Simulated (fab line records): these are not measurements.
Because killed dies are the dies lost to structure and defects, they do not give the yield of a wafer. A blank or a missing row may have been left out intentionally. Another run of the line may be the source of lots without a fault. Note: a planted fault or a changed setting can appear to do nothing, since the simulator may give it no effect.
What tool caused it? ; flow n5 finfet ; 11 lots with 32 wafers sampled at 5 steps, on a route of 1938 steps

## WHAT EACH GAUGE READ, for each wafer
N5_PASSIVATION_INSPECT_64: inspects for defects (macro). Usual: 1.9 for raw defect count, sd 1.5.
lot;measured;on;raw defect count;flag
L766;day 12 11:23;defect inspect-02;2 1 1;
L771;day 13 21:25;defect inspect-02;5 0 1;
L770;day 13 23:26;defect inspect-01;3 0 1;
L773;day 14 03:55;defect inspect-02;5 3 1;
L775;day 16 00:13;defect inspect-01;0 3 2;
L776;day 16 03:38;defect inspect-02;5 0 1;
L780;day 16 05:08;defect inspect-01;3 0 5;
L779;day 16 09:53;defect inspect-01;0 4 1;
L782;day 16 14:12;defect inspect-01;4 0 5;
L784;day 17 17:49;defect inspect-01;4 1;
L789;day 18 21:41;defect inspect-02;2 1 1;

N5_PASSIVATION_INSPECT_57: inspects for defects (macro). Usual: 2.0 for raw defect count, sd 1.5.
lot;measured;on;raw defect count;flag
L766;day 12 16:34;defect inspect-02;3 5 1;
L771;day 14 02:42;defect inspect-02;1 1 1;
L770;day 14 04:52;defect inspect-01;3 6 2;
L773;day 14 10:19;defect inspect-01;0 4 0;
L775;day 16 05:25;defect inspect-01;3 2 0;
L776;day 16 09:08;defect inspect-02;3 2 0;
L780;day 16 11:07;defect inspect-02;2 2 0;
L779;day 16 15:27;defect inspect-01;1 0 0;
L782;day 16 20:12;defect inspect-01;1 2 6;
L784;day 17 23:17;defect inspect-01;1 1;
L789;day 19 03:35;defect inspect-01;2 0 3;

## WHICH TOOL RAN EACH LOT (tool, then ch and the chambers of the sampled wafers, then the start)
lot;N5_PASSIVATION_DESCUM_32;N5_PASSIVATION_PASS_ETCH_47;N5_PASSIVATION_PROBE_49
L766;rie diel-04 ch 1,2,3, day 12 11:25;rie diel-05 ch 0,1,2, day 12 13:11;-
L771;rie diel-04 ch 1,3, day 13 21:27;rie diel-04 ch 1,3, day 13 23:21;-
L770;rie diel-01 ch 1,2,3, day 13 23:37;rie diel-04 ch 1,2,3, day 14 01:31;-
L773;rie diel-04 ch 1,2, day 14 04:11;rie diel-05 ch 0,3, day 14 06:47;-
L775;rie diel-04 ch 1,3, day 16 00:15;rie diel-01 ch 0,1,2, day 16 02:02;-
L776;rie diel-05 ch 0,1,2, day 16 03:43;rie diel-01 ch 1,2,3, day 16 05:44;-
L780;rie diel-01 ch 1,3, day 16 05:13;rie diel-04 ch 0,3, day 16 07:16;-
L779;rie diel-04 ch 0,1,2, day 16 09:57;rie diel-01 ch 0,2,3, day 16 12:02;prober-01, day 16 15:05
L782;rie diel-01 ch 0,1, day 16 14:25;rie diel-01 ch 2,3, day 16 16:50;prober-02, day 16 19:57
L784;rie diel-04 ch 1,3, day 17 17:50;rie diel-01 ch 0,3, day 17 19:44;prober-01, day 17 23:01
L789;rie diel-05 ch 1,2, day 18 21:45;rie diel-04 ch 0,2,3, day 19 00:13;prober-01, day 19 03:14
- N5_PASSIVATION_DESCUM_32: chemistry O2, time 7.9 s.
- N5_PASSIVATION_PASS_ETCH_47: etches SiNx in CF4/O2, target depth 770 nm, time 385 s.
- N5_PASSIVATION_PROBE_49

## WHAT THE TOOLS THEMSELVES READ (means of the sampled wafers that have a number; where no wafer has one, the mark that the record gives instead)
N5_PASSIVATION_DESCUM_32. Usual: bias power w 20.00 W, standard deviation 0.061; drypump motor current A 5.7 A, standard deviation 0.48; oes product au 0.80 a.u., standard deviation 0.078; rf vpp V 243.6 V, standard deviation 1.1; showerhead plenum p Torr 2.12 Torr, standard deviation 0.053; throttle valve pct 20.33 %, standard deviation 0.24.
lot;tool;bias power w (W);drypump motor current A (A);oes product au (a.u.);rf vpp V (V);showerhead plenum p Torr (Torr);throttle valve pct (%);flag
L766;rie diel-04;19.99;5.2;0.80;243.9;2.07;20.38;
L771;rie diel-04;20.05;5.1;0.77;243.0;2.02;20.39;
L770;rie diel-01;19.98;5.9;0.81;244.1;2.14;20.32;
L773;rie diel-04;19.87;5.4;0.77;244.0;2.09;20.35;
L775;rie diel-04;19.98;5.4;0.73;243.3;2.05;20.37;
L776;rie diel-05;19.98;5.9;0.85;243.4;2.16;20.30;
L780;rie diel-01;19.95;5.9;0.75;244.4;2.15;20.53;
L779;rie diel-04;19.97;5.7;0.78;243.6;2.13;20.35;
L782;rie diel-01;20.03;5.9;0.77;243.8;2.15;20.32;
L784;rie diel-04;20.06;5.3;0.73;242.6;2.02;20.42;
L789;rie diel-05;20.00;6.0;0.86;244.1;2.14;20.27;

N5_PASSIVATION_PASS_ETCH_47. Usual: value, then standard deviation, for each; drypump motor current A 5.8 A / 0.39; mfc ar sccm 99.98 sccm / 0.3; oes product au 0.78 a.u. / 0.078; rf vpp V 244 V / 4.3; run length s 408.4 s / 0.38; showerhead plenum p Torr 2.24 Torr / 0.038; throttle valve pct 15.78 % / 0.25.
lot;tool;drypump motor current A (A);mfc ar sccm (sccm);oes product au (a.u.);rf vpp V (V);run length s (s);showerhead plenum p Torr (Torr);throttle valve pct (%);flag
L766;rie diel-05;5.9;100.06;0.70;245;408.2;2.26;15.92;
L771;rie diel-04;5.4;99.79;0.75;240;408.4;2.18;15.87;
L770;rie diel-04;5.1;100.00;0.79;241;408.8;2.19;15.92;
L773;rie diel-05;5.8;99.94;0.70;240;408.3;2.26;15.99;
L775;rie diel-01;5.8;100.12;0.81;248;408.6;2.24;15.60;
L776;rie diel-01;5.9;100.15;0.79;247;408.4;2.23;15.76;
L780;rie diel-04;5.5;99.95;0.77;245;408.5;2.18;15.93;
L779;rie diel-01;5.7;100.00;0.84;244;400.7;2.22;15.69;OFF
L782;rie diel-01;5.8;99.71;0.84;245;400.7;2.22;15.63;OFF
L784;rie diel-01;5.6;99.61;0.82;242;397.2;2.22;15.88;OFF
L789;rie diel-04;5.5;99.66;0.76;243;408.5;2.21;15.95;

N5_PASSIVATION_PROBE_49. Usual: defect limited yield 91.3 %, standard deviation 1.4; killed_at_M0_to_M3 34, standard deviation 9.2; killed_at_M4_up 13, standard deviation 5.3; killed at contacts 12, standard deviation 6; killed at front end 39, standard deviation 12; killed at other 4, standard deviation 3.3; killed dies 102, standard deviation 17; killed open 67, standard deviation 12; killed short 34, standard deviation 7.4; sort_bin_5_function 5.1 %, standard deviation 1; sort_bin_6_memory 3.2 %, standard deviation 0.6; sort n pass 1078, standard deviation 17; sort yield pct 91.3 %, standard deviation 1.4.
lot;tool;defect limited yield (%);killed_at_M0_to_M3;killed_at_M4_up;killed at contacts;killed at front end;killed at other;killed dies;killed open;killed short;sort_bin_5_function (%);sort_bin_6_memory (%);sort n pass;sort yield pct (%);flag
L779;prober-01;92.6;35;11;9;31;1;87;58;29;4.3;3.0;1093;92.6;
L782;prober-02;90.5;26;22;14;47;3;112;74;30;5.6;3.2;1068;90.5;
L784;prober-01;89.4;48;21;18;29;9;125;80;44;6.2;3.8;1055;89.4;
L789;prober-01;92.4;34;19;6;27;5;90;66;24;4.6;2.9;1090;92.4;

## THE ANSWER, worked out from the rows above alone
Rule: take the mean of a lot's wafers that have a number; if it is more than 3 standard deviations from the usual mean, the lot is off. Also off: a lot with no number at a reading for which 4 or more lots have one. All remaining lots with rows at the step are treated as sound. After the gauges, taken in route order, come the tools' own readings; for these a lot's mean is taken, as printed above. The first step at which some lot is off is used, and at that step the reading that is off furthest; a lot without a number counts as furthest.
Off: L779, L782, L784 (N5_PASSIVATION_PASS_ETCH_47, run length s).
If a tool, at that step or one of the process steps before it, ran each lot that is off and ran no sound lot following the first of them, it fits. One fits: rie diel-01 at N5_PASSIVATION_PASS_ETCH_47. A fault onset in the window from L776 (day 16 05:44, its last sound lot) to L779 (day 16 12:02, its first lot off) fits.
The tool's own readings at N5_PASSIVATION_PASS_ETCH_47 bear it out: on the lots that are off they differ by more than 5 times the standard deviation of the sound lots' means. run length s reads 399.5 s there against 408.5 s on the sound lots.

## WHAT THE SIMULATOR HAD INSERTED
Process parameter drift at N5_PASSIVATION_PASS_ETCH_47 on rie diel-01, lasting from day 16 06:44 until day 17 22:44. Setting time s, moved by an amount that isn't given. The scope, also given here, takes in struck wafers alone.
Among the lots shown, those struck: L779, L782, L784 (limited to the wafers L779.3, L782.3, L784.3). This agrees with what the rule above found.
